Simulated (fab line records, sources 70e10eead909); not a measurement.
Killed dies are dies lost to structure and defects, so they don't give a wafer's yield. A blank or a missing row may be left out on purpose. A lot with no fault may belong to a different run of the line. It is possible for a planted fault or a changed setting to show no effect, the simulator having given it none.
Chamber matching || flow nand harc || 4 sister chambers for NHARC_P_GATE_DESCUM_48 on rie diel-10
The step chemistry O2, time 3 s. 20 wafers are shown with their chamber, then 10 later ones without.

== EACH WAFER AND ITS CHAMBER ==
{"wafer": "L074.2", "chamber": 1, "showerhead plenum p Torr (Torr)": 1.86, "oes product au (a.u.)": 1.013, "rf vpp V (V)": 58.0}
{"wafer": "L074.5", "chamber": 0, "showerhead plenum p Torr (Torr)": 1.99, "oes product au (a.u.)": 1.009, "rf vpp V (V)": 57.7}
{"wafer": "L074.6", "chamber": 2, "showerhead plenum p Torr (Torr)": 1.79, "oes product au (a.u.)": 1.004, "rf vpp V (V)": 58.2}
{"wafer": "L075.3", "chamber": 1, "showerhead plenum p Torr (Torr)": 1.86, "oes product au (a.u.)": 1.013, "rf vpp V (V)": 56.9}
{"wafer": "L075.4", "chamber": 1, "showerhead plenum p Torr (Torr)": 1.86, "oes product au (a.u.)": 1.006, "rf vpp V (V)": 57.4}
{"wafer": "L075.6", "chamber": 2, "showerhead plenum p Torr (Torr)": 1.79, "oes product au (a.u.)": 0.998, "rf vpp V (V)": 58.0}
{"wafer": "L076.2", "chamber": 1, "showerhead plenum p Torr (Torr)": 1.86, "oes product au (a.u.)": 1.008, "rf vpp V (V)": 57.5}
{"wafer": "L076.4", "chamber": 1, "showerhead plenum p Torr (Torr)": 1.86, "oes product au (a.u.)": 1.004, "rf vpp V (V)": 58.1}
{"wafer": "L076.5", "chamber": 3, "showerhead plenum p Torr (Torr)": 2.02, "oes product au (a.u.)": 1.001, "rf vpp V (V)": 57.4}
{"wafer": "L078.1", "chamber": 0, "showerhead plenum p Torr (Torr)": 1.99, "oes product au (a.u.)": 1.003, "rf vpp V (V)": 58.6}
{"wafer": "L078.2", "chamber": 1, "showerhead plenum p Torr (Torr)": 1.86, "oes product au (a.u.)": 1.003, "rf vpp V (V)": 57.0}
{"wafer": "L078.3", "chamber": 2, "showerhead plenum p Torr (Torr)": 1.79, "oes product au (a.u.)": 1.016, "rf vpp V (V)": 56.4}
{"wafer": "L081.1", "chamber": 2, "showerhead plenum p Torr (Torr)": 1.79, "oes product au (a.u.)": 0.994, "rf vpp V (V)": 58.1}
{"wafer": "L081.4", "chamber": 3, "showerhead plenum p Torr (Torr)": 2.02, "oes product au (a.u.)": 0.991, "rf vpp V (V)": 58.0}
{"wafer": "L081.5", "chamber": 3, "showerhead plenum p Torr (Torr)": 2.02, "oes product au (a.u.)": 0.988, "rf vpp V (V)": 57.9}
{"wafer": "L084.2", "chamber": 0, "showerhead plenum p Torr (Torr)": 1.98, "oes product au (a.u.)": 0.991, "rf vpp V (V)": 58.5}
{"wafer": "L084.4", "chamber": 3, "showerhead plenum p Torr (Torr)": 2.02, "oes product au (a.u.)": 0.999, "rf vpp V (V)": 57.6}
{"wafer": "L084.6", "chamber": 2, "showerhead plenum p Torr (Torr)": 1.79, "oes product au (a.u.)": 1.008, "rf vpp V (V)": 57.2}
{"wafer": "L085.3", "chamber": 1, "showerhead plenum p Torr (Torr)": 1.86, "oes product au (a.u.)": 1.003, "rf vpp V (V)": 56.3}
{"wafer": "L085.5", "chamber": 3, "showerhead plenum p Torr (Torr)": 2.02, "oes product au (a.u.)": 1.000, "rf vpp V (V)": 58.8}

SIGNATURES (means of the wafers above)
{"reading": "showerhead plenum p Torr", "chamber 0": 1.9867, "chamber 1": 1.8600, "chamber 2": 1.7900, "chamber 3": 2.0200, "scatter within a chamber": 0.00204}
{"reading": "oes product au", "chamber 0": 1.00100, "chamber 1": 1.00714, "chamber 2": 1.00400, "chamber 3": 0.99580, "scatter within a chamber": 0.0067}
{"reading": "rf vpp V", "chamber 0": 58.267, "chamber 1": 57.314, "chamber 2": 57.580, "chamber 3": 57.940, "scatter within a chamber": 0.634}
Rule: a wafer lies at a distance from a chamber equal to the root of the sum of squares, over the readings, of (its reading less the chamber's mean, divided by the reading's scatter). If the next closest chamber is less than 2 further off than the closest, the wafer can't be placed; otherwise it belongs to the closest. How the scatter is found: for the shown wafers, subtract from each reading the mean of its chamber, square and add these, divide the total by (wafers less chambers), then take the root.

== WAFERS WHOSE CHAMBER IS MISSING ==
{"wafer": "L085.6", "showerhead plenum p Torr (Torr)": 1.79, "oes product au (a.u.)": 1.002, "rf vpp V (V)": 58.1}
{"wafer": "L087.2", "showerhead plenum p Torr (Torr)": 2.02, "oes product au (a.u.)": 1.013, "rf vpp V (V)": 57.6}
{"wafer": "L087.3", "showerhead plenum p Torr (Torr)": 1.86, "oes product au (a.u.)": 0.997, "rf vpp V (V)": 57.2}
{"wafer": "L087.5", "showerhead plenum p Torr (Torr)": 1.79, "oes product au (a.u.)": 0.995, "rf vpp V (V)": 57.4}
{"wafer": "L088.1", "showerhead plenum p Torr (Torr)": 1.98, "oes product au (a.u.)": 0.995, "rf vpp V (V)": 59.0}
{"wafer": "L088.2", "showerhead plenum p Torr (Torr)": 2.02, "oes product au (a.u.)": 1.007, "rf vpp V (V)": 58.8}
{"wafer": "L088.4", "showerhead plenum p Torr (Torr)": 1.86, "oes product au (a.u.)": 1.007, "rf vpp V (V)": 59.3}
{"wafer": "L095.3", "showerhead plenum p Torr (Torr)": 1.79, "oes product au (a.u.)": 1.000, "rf vpp V (V)": 56.7}
{"wafer": "L095.5", "showerhead plenum p Torr (Torr)": 1.98, "oes product au (a.u.)": 1.001, "rf vpp V (V)": 57.8}
{"wafer": "L095.6", "showerhead plenum p Torr (Torr)": 1.86, "oes product au (a.u.)": 0.998, "rf vpp V (V)": 57.8}

== WHICH CHAMBER EACH WENT THROUGH ==
{"wafer": "L085.6", "from the rows above": 2, "in truth": 2}
{"wafer": "L087.2", "from the rows above": 3, "in truth": 3}
{"wafer": "L087.3", "from the rows above": 1, "in truth": 1}
{"wafer": "L087.5", "from the rows above": 2, "in truth": 2}
{"wafer": "L088.1", "from the rows above": 0, "in truth": 0}
{"wafer": "L088.2", "from the rows above": 3, "in truth": 3}
{"wafer": "L088.4", "from the rows above": 1, "in truth": 1}
{"wafer": "L095.3", "from the rows above": 2, "in truth": 2}
{"wafer": "L095.5", "from the rows above": 0, "in truth": 0}
{"wafer": "L095.6", "from the rows above": 1, "in truth": 1}
Correctly placed: 10 of 10. Left unplaced by these rows: 0. Number placed wrongly: 0.
